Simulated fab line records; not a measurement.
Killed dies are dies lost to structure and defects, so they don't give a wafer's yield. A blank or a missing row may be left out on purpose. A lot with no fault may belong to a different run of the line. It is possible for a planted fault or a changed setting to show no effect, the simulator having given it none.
Matching of chambers / flow n5-finfet / N5_FIN_SAQP_ALD_61 on ald-sin-02 has 4 sister chambers
The step deposits SiO2, target thk 4 nm, pulse time 1 s, purge time 2 s. 18 wafers are shown with their chamber, then 9 later ones without.

## WAFERS, EACH WITH ITS CHAMBER
wafer=L075.2; chamber=2; heater-power-w (W)=526; precursor-pulse-height-rel=0.999
wafer=L075.3; chamber=0; heater-power-w (W)=494; precursor-pulse-height-rel=1.020
wafer=L075.4; chamber=3; heater-power-w (W)=457; precursor-pulse-height-rel=1.013
wafer=L078.1; chamber=1; heater-power-w (W)=569; precursor-pulse-height-rel=1.034
wafer=L078.4; chamber=0; heater-power-w (W)=486; precursor-pulse-height-rel=0.996
wafer=L078.6; chamber=3; heater-power-w (W)=455; precursor-pulse-height-rel=1.005
wafer=L079.1; chamber=3; heater-power-w (W)=458; precursor-pulse-height-rel=0.999
wafer=L079.4; chamber=0; heater-power-w (W)=495; precursor-pulse-height-rel=0.973
wafer=L079.6; chamber=3; heater-power-w (W)=462; precursor-pulse-height-rel=1.032
wafer=L083.1; chamber=2; heater-power-w (W)=504; precursor-pulse-height-rel=0.985
wafer=L083.2; chamber=0; heater-power-w (W)=494; precursor-pulse-height-rel=0.995
wafer=L083.6; chamber=2; heater-power-w (W)=499; precursor-pulse-height-rel=0.995
wafer=L085.1; chamber=3; heater-power-w (W)=450; precursor-pulse-height-rel=1.005
wafer=L085.2; chamber=0; heater-power-w (W)=483; precursor-pulse-height-rel=0.972
wafer=L085.3; chamber=2; heater-power-w (W)=507; precursor-pulse-height-rel=1.007
wafer=L086.2; chamber=3; heater-power-w (W)=467; precursor-pulse-height-rel=1.012
wafer=L086.3; chamber=1; heater-power-w (W)=583; precursor-pulse-height-rel=1.015
wafer=L086.6; chamber=2; heater-power-w (W)=513; precursor-pulse-height-rel=0.974

SIGNATURES, as means of the wafers listed above
reading=heater-power-w; chamber 0=490.40; chamber 1=576.00; chamber 2=509.80; chamber 3=458.17; scatter within a chamber=7.66
reading=precursor-pulse-height-rel; chamber 0=0.99120; chamber 1=1.02450; chamber 2=0.99200; chamber 3=1.01100; scatter within a chamber=0.0148
Rule: distance of a wafer from a chamber = root of the sum over the readings of ((wafer's reading minus chamber's mean) / reading's scatter) squared. If the next closest chamber is less than 2 further off than the closest, the wafer can't be placed; otherwise it belongs to the closest. The scatter: the root of (the sum of the squares of (reading less its chamber's mean) over the shown wafers, divided by (wafers less chambers)).

## WAFERS WHOSE CHAMBER IS MISSING
wafer=L088.1; heater-power-w (W)=552; precursor-pulse-height-rel=0.996
wafer=L088.2; heater-power-w (W)=500; precursor-pulse-height-rel=0.998
wafer=L088.3; heater-power-w (W)=466; precursor-pulse-height-rel=0.959
wafer=L088.4; heater-power-w (W)=488; precursor-pulse-height-rel=1.028
wafer=L088.5; heater-power-w (W)=481; precursor-pulse-height-rel=1.025
wafer=L088.6; heater-power-w (W)=464; precursor-pulse-height-rel=1.007
wafer=L089.1; heater-power-w (W)=586; precursor-pulse-height-rel=1.010
wafer=L089.2; heater-power-w (W)=467; precursor-pulse-height-rel=1.000
wafer=L089.5; heater-power-w (W)=503; precursor-pulse-height-rel=1.013

## WHICH CHAMBER EACH WENT THROUGH
wafer=L088.1; from the rows above=can't be placed: 1 or 2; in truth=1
wafer=L088.2; from the rows above=can't be placed: 0 or 2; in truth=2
wafer=L088.3; from the rows above=can't be placed: 3 or 0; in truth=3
wafer=L088.4; from the rows above=can't be placed: 0 or 2 or 3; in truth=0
wafer=L088.5; from the rows above=can't be placed: 0 or 3 or 2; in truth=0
wafer=L088.6; from the rows above=3; in truth=3
wafer=L089.1; from the rows above=1; in truth=1
wafer=L089.2; from the rows above=can't be placed: 3 or 0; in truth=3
wafer=L089.5; from the rows above=can't be placed: 2 or 0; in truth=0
Placed correctly: 2 of 9. Not placeable from these rows: 7 (in 7, the candidates include the true chamber). Wrongly placed: 0.
